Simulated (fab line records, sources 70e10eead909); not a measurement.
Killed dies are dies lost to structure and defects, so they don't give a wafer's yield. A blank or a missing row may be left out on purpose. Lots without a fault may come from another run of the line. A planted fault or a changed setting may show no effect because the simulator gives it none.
Which tool did it? | flow nand_harc | 14 lots, 42 wafers sampled, at 5 steps of a route of 1159

WHAT THE GAUGES READ, wafer by wafer
NHARC_THIN_TSV_THK_MEAS_02: measures by ir.
lot  | measured     | on            | thk_nm (nm)
L478 | day 18 22:01 | film_metro-02 | 2881 2790 2789
L477 | day 19 00:27 | film_metro-02 | 3184 3012 2754
L480 | day 19 01:38 | film_metro-01 | 3137 3209 3034
L481 | day 18 23:14 | film_metro-01 | 3207 3182 3002
L482 | day 19 15:23 | film_metro-01 | 3221 2942 3278
L479 | day 19 16:34 | film_metro-02 | 3359 3449 3101
L484 | day 20 09:49 | film_metro-02 | 2920 2980 2737
L490 | day 21 16:23 | film_metro-01 | 2832 2769 2896
L489 | day 22 05:32 | film_metro-01 | 2669 2830 2746
L494 | day 23 06:38 | film_metro-02 | 2944 2755 3727
L495 | day 23 07:49 | film_metro-02 | 2751 2983 2927
L497 | day 23 13:18 | film_metro-02 | 2965 3084 3131
L496 | day 24 07:55 | film_metro-01 | 3202 3071 3101
L500 | day 24 09:07 | film_metro-02 | 2769 2842 3022

NHARC_THIN_TSV_CD_MEAS_33: target cd 5000 nm.
lot  | measured     | on        | cd_nm (nm)
L478 | day 19 04:55 | cd_sem-01 | 5001.4 4998.9 4999.0
L477 | day 19 07:16 | cd_sem-01 | 4994.5 4993.1 4996.0
L480 | day 19 08:34 | cd_sem-03 | 4997.9 4993.2 4995.0
L481 | day 19 06:13 | cd_sem-03 | 4997.2 4999.0 4999.7
L482 | day 19 22:22 | cd_sem-01 | 5001.7 5003.8 4997.8
L479 | day 19 23:34 | cd_sem-02 | 5001.9 5001.8 4999.3
L484 | day 20 16:59 | cd_sem-02 | 5001.0 4994.5 5001.0
L490 | day 22 00:11 | cd_sem-02 | 4998.7 5001.1 5003.3
L489 | day 22 12:48 | cd_sem-02 | 5000.8 4998.5 5000.7
L494 | day 23 14:57 | cd_sem-03 | 4999.7 5004.4 4998.5
L495 | day 23 17:44 | cd_sem-03 | 4993.6 4996.7 4998.7
L497 | day 23 22:19 | cd_sem-03 | 4997.3 4994.3 4993.3
L496 | day 24 14:53 | cd_sem-01 | 5001.7 5004.0 5004.1
L500 | day 24 15:49 | cd_sem-03 | 5001.2 4999.5 4997.8

NHARC_END_SORT_01.
lot  | measured     | on        | killed_at_array | killed_at_other | killed_at_periphery | killed_dies | killed_open | killed_short
L490 | day 22 08:23 | prober-02 | 110 81 77       | 0 0 0           | 4 4 0               | 114 85 77   | 5 4 5       | 2 2 1
L489 | day 22 22:05 | prober-01 | 103 100 99      | 0 1 0           | 0 4 5               | 103 105 104 | 3 1 4       | 1 2 1

WHICH TOOL RAN EACH LOT (tool, then ch and the chambers of the sampled wafers, then the start)
lot  | NHARC_A_CONTACT_DEP_24          | NHARC_THIN_TSV_PRE_CLEAN_50
L478 | pecvd-04 ch 0,1,2, day 16 10:27 | pvd_sputter-01, day 19 04:55 or earlier
L477 | pecvd-01 ch 0,1,2, day 16 10:37 | pvd_sputter-01, day 19 07:16 or earlier
L480 | pecvd-02 ch 0,1,2, day 16 14:55 | pvd_sputter-03, day 19 08:34 or earlier
L481 | pecvd-02 ch 0,1,2, day 16 15:35 | pvd_sputter-01, day 19 06:13 or earlier
L482 | pecvd-04 ch 1,2, day 17 10:24   | pvd_sputter-02, day 19 22:22 or earlier
L479 | pecvd-02 ch 0,2, day 17 11:25   | pvd_sputter-02, day 19 23:34 or earlier
L484 | pecvd-04 ch 0,1, day 17 21:09   | pvd_sputter-02, day 20 16:59 or earlier
L490 | pecvd-02 ch 0,2, day 19 02:25   | pvd_sputter-03, day 22 00:11 or earlier
L489 | pecvd-02 ch 0,1, day 19 16:42   | pvd_sputter-01, day 22 12:48 or earlier
L494 | pecvd-01 ch 0,1,2, day 20 02:17 | pvd_sputter-03, day 23 14:57 or earlier
L495 | pecvd-01 ch 0,1,2, day 20 06:32 | pvd_sputter-03, day 23 17:44 or earlier
L497 | pecvd-04 ch 0,2, day 21 05:16   | pvd_sputter-01, day 23 22:19 or earlier
L496 | pecvd-01 ch 0,1, day 21 14:59   | pvd_sputter-03, day 24 14:53 or earlier
L500 | pecvd-01 ch 0,1, day 21 22:36   | pvd_sputter-01, day 24 15:49 or earlier
- NHARC_A_CONTACT_DEP_24: deposits SiO2, target thk 500 nm.
- NHARC_THIN_TSV_PRE_CLEAN_50: time 30 s.

WHAT THE TOOLS THEMSELVES READ (means of the sampled wafers that have a number; where no wafer has one, the mark that the record gives instead)
NHARC_A_CONTACT_DEP_24.
lot  | tool     | heater_power_w (W) | throttle_valve_pct (%)
L478 | pecvd-04 | 431                | 16.3
L477 | pecvd-01 | 481                | 16.1
L480 | pecvd-02 | 512                | 15.8
L481 | pecvd-02 | 521                | 15.9
L482 | pecvd-04 | 532                | 15.9
L479 | pecvd-02 | 552                | 16.2
L484 | pecvd-04 | 408                | 16.8
L490 | pecvd-02 | 492                | 16.0
L489 | pecvd-02 | 558                | 16.4
L494 | pecvd-01 | 517                | 15.7
L495 | pecvd-01 | 482                | 15.7
L497 | pecvd-04 | 509                | 16.9
L496 | pecvd-01 | 517                | 15.8
L500 | pecvd-01 | 525                | 15.6

NHARC_THIN_TSV_PRE_CLEAN_50.
lot  | tool           | heater_power_w (W)
L478 | pvd_sputter-01 | 427
L477 | pvd_sputter-01 | 431
L480 | pvd_sputter-03 | 361
L481 | pvd_sputter-01 | 428
L482 | pvd_sputter-02 | 429
L479 | pvd_sputter-02 | 412
L484 | pvd_sputter-02 | 427
L490 | pvd_sputter-03 | 368
L489 | pvd_sputter-01 | 419
L494 | pvd_sputter-03 | 398
L495 | pvd_sputter-03 | 391
L497 | pvd_sputter-01 | 467
L496 | pvd_sputter-03 | 366
L500 | pvd_sputter-01 | 432

THE ANSWER, worked out from the rows above alone
Rule: what is usual is taken from the lots themselves. Put in order of their means at a reading, lots are off if they are a third of the lots or fewer, leave a main group of 4 or more, and stand apart from it by a gap of 3 or more times the standard deviation of the main group's means; of several such gaps the widest counts. A main group whose means are all the same, to the digits that the tables above print for the reading, isn't used. A lot without any number at a reading at which 4 lots or more have one is off too. The other lots that the step has rows for count as sound. The gauges are gone through in route order, then the tools' own readings, and for those a lot's mean is taken as printed above. The first step at which some lot is off is used, and at that step the reading that is off furthest; a lot without a number counts as furthest.
No lot is off at any reading shown: from this, nothing can be told.

WHAT THE SIMULATOR HAD PUT IN
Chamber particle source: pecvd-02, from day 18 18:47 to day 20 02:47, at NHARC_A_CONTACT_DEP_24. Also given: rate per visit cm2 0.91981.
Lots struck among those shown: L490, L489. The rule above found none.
